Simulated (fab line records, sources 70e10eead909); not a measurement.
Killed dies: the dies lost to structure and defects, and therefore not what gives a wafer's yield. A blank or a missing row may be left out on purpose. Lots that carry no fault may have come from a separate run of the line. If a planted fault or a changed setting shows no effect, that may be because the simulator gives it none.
What tool caused it? :: flow nand harc :: 13 lots with 39 wafers sampled at 5 steps, on a route of 1302 steps

== WHAT EACH GAUGE READ, for each wafer ==
NHARC_THIN_TSV_CD_MEAS_12: the cd target is 1000 nm. Usual: cd nm at 1000.3 nm, with a standard deviation of 2.2.
lot: L859
measured: day 24 03:46
on: cd sem-01
cd nm (nm): 996.9 1000.1 1002.3
flag: 

lot: L864
measured: day 27 02:53
on: cd sem-02
cd nm (nm): 1000.8 1000.6 1001.0
flag: 

lot: L865
measured: day 27 01:49
on: cd sem-03
cd nm (nm): 997.4 1001.0 998.7
flag: 

lot: L866
measured: day 27 23:04
on: cd sem-01
cd nm (nm): 1000.7 1002.7 999.1
flag: 

lot: L867
measured: day 28 12:10
on: cd sem-02
cd nm (nm): 999.7 996.5 1000.9
flag: 

lot: L868
measured: day 28 21:13
on: cd sem-02
cd nm (nm): 1003.3 997.3 999.9
flag: 

lot: L870
measured: day 28 22:24
on: cd sem-03
cd nm (nm): 996.8 996.2 1000.4
flag: 

lot: L869
measured: day 29 19:32
on: cd sem-01
cd nm (nm): 1002.4 1002.6 1000.2
flag: 

lot: L872
measured: day 29 20:44
on: cd sem-03
cd nm (nm): 1004.8
flag: 

lot: L871
measured: day 29 22:00
on: cd sem-01
cd nm (nm): 1002.8
flag: 

lot: L873
measured: day 30 10:12
on: cd sem-03
cd nm (nm): 1003.3
flag: 

lot: L875
measured: day 31 01:43
on: cd sem-02
cd nm (nm): 1001.4 997.4 1002.3
flag: 

lot: L880
measured: day 34 14:04
on: cd sem-02
cd nm (nm): 1001.6 1000.2 1002.9
flag: 

NHARC_END_SORT_01. Usual: defect limited yield 90.9 %, standard deviation 2.4; killed at array 56, standard deviation 17; killed at other 1.2, standard deviation 1.4; killed at periphery 4, standard deviation 3.2; killed dies 61, standard deviation 16; killed open 3.6, standard deviation 2.1; killed short 2.7, standard deviation 1.8.
lot: L864
measured: day 27 18:38
on: prober-01
defect limited yield (%): 92.2 92.2 92.3
killed at array: 52 46 45
killed at other: 0 1 0
killed at periphery: 1 6 7
killed dies: 53 53 52
killed open: 5 8 6
killed short: 4 3 4
flag: 

lot: L866
measured: day 28 15:52
on: prober-01
defect limited yield (%): 94.1 91.7 93.9
killed at array: 36 49 37
killed at other: 1 0 1
killed at periphery: 3 7 3
killed dies: 40 56 41
killed open: 2 3 1
killed short: 4 2 1
flag: 

lot: L870
measured: day 29 12:07
on: prober-02
defect limited yield (%): 93.1 91.1 93.5
killed at array: 43 54 35
killed at other: 2 1 2
killed at periphery: 2 5 7
killed dies: 47 60 44
killed open: 3 3 3
killed short: 2 6 3
flag: 

lot: L872
measured: day 30 18:19
on: prober-01
defect limited yield (%): 92.5 0 0
killed at array: 46 674 675
killed at other: 2 2 0
killed at periphery: 3 1 2
killed dies: 51 677 677
killed open: 1 4 7
killed short: 3 2 1
flag: OFF

lot: L871
measured: day 30 10:31
on: prober-01
defect limited yield (%): 92.6 0 0
killed at array: 47 667 672
killed at other: 0 4 3
killed at periphery: 3 6 2
killed dies: 50 677 677
killed open: 2 6 5
killed short: 1 4 2
flag: OFF

lot: L873
measured: day 31 02:25
on: prober-02
defect limited yield (%): 88.9 0 0
killed at array: 69 670 674
killed at other: 5 3 1
killed at periphery: 1 4 2
killed dies: 75 677 677
killed open: 0 2 4
killed short: 0 2 2
flag: OFF

== WHICH TOOL RAN EACH LOT (tool, then ch and the chambers of the sampled wafers, then the start) ==
lot: L859
NHARC_A_BONDPAD_PVD_27: pvd sputter-02, day 23 14:10
NHARC_THIN_TSV_CMP_01: cmp-04 ch 0,1,2, day 24 02:26
NHARC_THIN_TSV_ETCH_44: rie diel-02 ch 0,2,3, day 24 04:00

lot: L864
NHARC_A_BONDPAD_PVD_27: pvd sputter-01, day 26 11:51
NHARC_THIN_TSV_CMP_01: cmp-04 ch 1,2, day 27 01:35
NHARC_THIN_TSV_ETCH_44: rie diel-11 ch 0,3, day 27 03:07

lot: L865
NHARC_A_BONDPAD_PVD_27: pvd sputter-02, day 26 12:04
NHARC_THIN_TSV_CMP_01: cmp-03 ch 1,2, day 27 00:24
NHARC_THIN_TSV_ETCH_44: rie diel-02 ch 0,1,2, day 27 02:04

lot: L866
NHARC_A_BONDPAD_PVD_27: pvd sputter-03, day 27 09:25
NHARC_THIN_TSV_CMP_01: cmp-04 ch 1,2,3, day 27 21:45
NHARC_THIN_TSV_ETCH_44: rie diel-09 ch 0,1,2, day 27 23:19

lot: L867
NHARC_A_BONDPAD_PVD_27: pvd sputter-03, day 27 18:40
NHARC_THIN_TSV_CMP_01: cmp-04 ch 0,1,3, day 28 06:56
NHARC_THIN_TSV_ETCH_44: rie diel-11 ch 0,1,2, day 28 12:25

lot: L868
NHARC_A_BONDPAD_PVD_27: pvd sputter-02, day 28 07:37
NHARC_THIN_TSV_CMP_01: cmp-04 ch 0,2,3, day 28 19:54
NHARC_THIN_TSV_ETCH_44: rie diel-11 ch 1,3, day 28 21:28

lot: L870
NHARC_A_BONDPAD_PVD_27: pvd sputter-01, day 28 10:54
NHARC_THIN_TSV_CMP_01: cmp-04 ch 0,1, day 28 21:05
NHARC_THIN_TSV_ETCH_44: rie diel-02 ch 1,2,3, day 28 22:46

lot: L869
NHARC_A_BONDPAD_PVD_27: pvd sputter-02, day 28 18:40
NHARC_THIN_TSV_CMP_01: cmp-02 ch 0,1,2, day 29 18:13
NHARC_THIN_TSV_ETCH_44: rie diel-02 ch 1,2,3, day 29 19:51

lot: L872
NHARC_A_BONDPAD_PVD_27: pvd sputter-02, day 29 02:28
NHARC_THIN_TSV_CMP_01: cmp-02 ch 3, day 29 19:25
NHARC_THIN_TSV_ETCH_44: rie diel-09 ch 2, day 29 20:59

lot: L871
NHARC_A_BONDPAD_PVD_27: pvd sputter-02, day 29 03:18
NHARC_THIN_TSV_CMP_01: cmp-04 ch 1, day 29 20:38
NHARC_THIN_TSV_ETCH_44: rie diel-11 ch 0, day 29 22:25

lot: L873
NHARC_A_BONDPAD_PVD_27: pvd sputter-02, day 29 20:02
NHARC_THIN_TSV_CMP_01: cmp-03 ch 1, day 30 09:05
NHARC_THIN_TSV_ETCH_44: rie diel-11 ch 3, day 30 10:34

lot: L875
NHARC_A_BONDPAD_PVD_27: pvd sputter-01, day 30 11:49
NHARC_THIN_TSV_CMP_01: cmp-03 ch 0,1,3, day 31 00:23
NHARC_THIN_TSV_ETCH_44: rie diel-11 ch 0,2,3, day 31 02:01

lot: L880
NHARC_A_BONDPAD_PVD_27: pvd sputter-01, day 34 00:15
NHARC_THIN_TSV_CMP_01: cmp-02 ch 0,1, day 34 12:43
NHARC_THIN_TSV_ETCH_44: rie diel-11 ch 0,1,2, day 34 14:19
- NHARC_A_BONDPAD_PVD_27: deposits Cu, target thk 30 nm, time 20.49 s.
- NHARC_THIN_TSV_CMP_01: polishes.
- NHARC_THIN_TSV_ETCH_44: etches the open film in CF4/O2, target depth 1594.2 nm, time 797.1 s.

== WHAT THE TOOLS THEMSELVES READ (means of the sampled wafers that have a number; where no wafer has one, the mark that the record gives instead) ==
NHARC_A_BONDPAD_PVD_27. Usual: throttle valve pct at 30.1 %, with a standard deviation of 0.94.
lot: L859
tool: pvd sputter-02
throttle valve pct (%): 30.2
flag: 

lot: L864
tool: pvd sputter-01
throttle valve pct (%): 29.8
flag: 

lot: L865
tool: pvd sputter-02
throttle valve pct (%): 30.2
flag: 

lot: L866
tool: pvd sputter-03
throttle valve pct (%): 30.9
flag: 

lot: L867
tool: pvd sputter-03
throttle valve pct (%): 30.4
flag: 

lot: L868
tool: pvd sputter-02
throttle valve pct (%): 29.7
flag: 

lot: L870
tool: pvd sputter-01
throttle valve pct (%): 29.9
flag: 

lot: L869
tool: pvd sputter-02
throttle valve pct (%): 30.7
flag: 

lot: L872
tool: pvd sputter-02
throttle valve pct (%): 30.2
flag: 

lot: L871
tool: pvd sputter-02
throttle valve pct (%): 30.3
flag: 

lot: L873
tool: pvd sputter-02
throttle valve pct (%): 30.9
flag: 

lot: L875
tool: pvd sputter-01
throttle valve pct (%): 29.4
flag: 

lot: L880
tool: pvd sputter-01
throttle valve pct (%): 29.9
flag: 

NHARC_THIN_TSV_CMP_01. Usual: motor current A 12.4 A, standard deviation 1.2; pad life wafers 214, standard deviation 87.
lot: L859
tool: cmp-04
motor current A (A): 12.6
pad life wafers: 139
flag: 

lot: L864
tool: cmp-04
motor current A (A): 12.5
pad life wafers: 85
flag: 

lot: L865
tool: cmp-03
motor current A (A): 11.5
pad life wafers: 272
flag: 

lot: L866
tool: cmp-04
motor current A (A): 12.8
pad life wafers: 182
flag: 

lot: L867
tool: cmp-04
motor current A (A): 12.6
pad life wafers: 211
flag: 

lot: L868
tool: cmp-04
motor current A (A): 11.6
pad life wafers: 253
flag: 

lot: L870
tool: cmp-04
motor current A (A): 12.2
pad life wafers: 258
flag: 

lot: L869
tool: cmp-02
motor current A (A): 12.6
pad life wafers: 241
flag: 

lot: L872
tool: cmp-02
motor current A (A): 10.6
pad life wafers: 246
flag: 

lot: L871
tool: cmp-04
motor current A (A): 13.3
pad life wafers: 354
flag: 

lot: L873
tool: cmp-03
motor current A (A): 11.2
pad life wafers: 201
flag: 

lot: L875
tool: cmp-03
motor current A (A): 13.3
pad life wafers: 259
flag: 

lot: L880
tool: cmp-02
motor current A (A): 12.9
pad life wafers: 300
flag: 

NHARC_THIN_TSV_ETCH_44. Usual: drypump motor current A 5.6 A, standard deviation 0.38; oes product au 1.004 a.u., standard deviation 0.015; rf vpp V 793 V, standard deviation 3.6; showerhead plenum p Torr 1.82 Torr, standard deviation 0.056; throttle valve pct 16.915 %, standard deviation 0.0077.
lot: L859
tool: rie diel-02
drypump motor current A (A): 5.5
oes product au (a.u.): 0.988
rf vpp V (V): 797
showerhead plenum p Torr (Torr): 1.87
throttle valve pct (%): 16.916
flag: 

lot: L864
tool: rie diel-11
drypump motor current A (A): 5.5
oes product au (a.u.): 1.008
rf vpp V (V): 793
showerhead plenum p Torr (Torr): 1.80
throttle valve pct (%): 16.909
flag: 

lot: L865
tool: rie diel-02
drypump motor current A (A): 5.5
oes product au (a.u.): 1.005
rf vpp V (V): 793
showerhead plenum p Torr (Torr): 1.80
throttle valve pct (%): 16.912
flag: 

lot: L866
tool: rie diel-09
drypump motor current A (A): 5.4
oes product au (a.u.): 1.011
rf vpp V (V): 793
showerhead plenum p Torr (Torr): 1.82
throttle valve pct (%): 16.914
flag: 

lot: L867
tool: rie diel-11
drypump motor current A (A): 5.7
oes product au (a.u.): 1.012
rf vpp V (V): 794
showerhead plenum p Torr (Torr): 1.83
throttle valve pct (%): 16.916
flag: 

lot: L868
tool: rie diel-11
drypump motor current A (A): 5.8
oes product au (a.u.): 1.014
rf vpp V (V): 792
showerhead plenum p Torr (Torr): 1.79
throttle valve pct (%): 16.910
flag: 

lot: L870
tool: rie diel-02
drypump motor current A (A): 5.8
oes product au (a.u.): 1.016
rf vpp V (V): 795
showerhead plenum p Torr (Torr): 1.84
throttle valve pct (%): 16.919
flag: 

lot: L869
tool: rie diel-02
drypump motor current A (A): 5.8
oes product au (a.u.): 1.010
rf vpp V (V): 795
showerhead plenum p Torr (Torr): 1.84
throttle valve pct (%): 16.914
flag: 

lot: L872
tool: rie diel-09
drypump motor current A (A): 5.4
oes product au (a.u.): 1.005
rf vpp V (V): 788
showerhead plenum p Torr (Torr): 1.76
throttle valve pct (%): 16.911
flag: 

lot: L871
tool: rie diel-11
drypump motor current A (A): 5.8
oes product au (a.u.): 1.028
rf vpp V (V): 795
showerhead plenum p Torr (Torr): 1.85
throttle valve pct (%): 16.924
flag: 

lot: L873
tool: rie diel-11
drypump motor current A (A): 5.3
oes product au (a.u.): 0.998
rf vpp V (V): 790
showerhead plenum p Torr (Torr): 1.78
throttle valve pct (%): 16.920
flag: 

lot: L875
tool: rie diel-11
drypump motor current A (A): 5.4
oes product au (a.u.): 1.012
rf vpp V (V): 794
showerhead plenum p Torr (Torr): 1.82
throttle valve pct (%): 16.914
flag: 

lot: L880
tool: rie diel-11
drypump motor current A (A): 5.7
oes product au (a.u.): 1.011
rf vpp V (V): 795
showerhead plenum p Torr (Torr): 1.83
throttle valve pct (%): 16.920
flag: 

== THE ANSWER, worked out from the rows above alone ==
Rule: take the mean of a lot's wafers that have a number; if it is more than 3 standard deviations from the usual mean, the lot is off. A lot without any number at a reading at which 4 lots or more have one is off too. Any other lot the step has rows for is counted as sound. First the gauges in route order, then the tools' own readings, where a lot's mean is used as printed above. At the first step where some lot is off, the reading lying furthest off is the one used; lots without a number count as furthest.
Off, at NHARC_END_SORT_01 on killed dies: L872, L871, L873. Neither off nor sound, because the step has no rows for them: L859, L865, L867, L868, L869, L875, L880.
A tool fits if, at a process step before that reading, it ran every lot that is off, and no sound lot after the first of them. The gauges at NHARC_END_SORT_01 are tried like those tools. One fits: NHARC_A_BONDPAD_PVD_27 on pvd sputter-02. It ran no sound lot before its first lot that is off in this sample, so the start can't be narrowed down.

== WHAT HAD BEEN PUT IN BY THE SIMULATOR ==
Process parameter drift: pvd sputter-02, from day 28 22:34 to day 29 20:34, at NHARC_A_BONDPAD_PVD_27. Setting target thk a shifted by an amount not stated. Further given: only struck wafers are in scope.
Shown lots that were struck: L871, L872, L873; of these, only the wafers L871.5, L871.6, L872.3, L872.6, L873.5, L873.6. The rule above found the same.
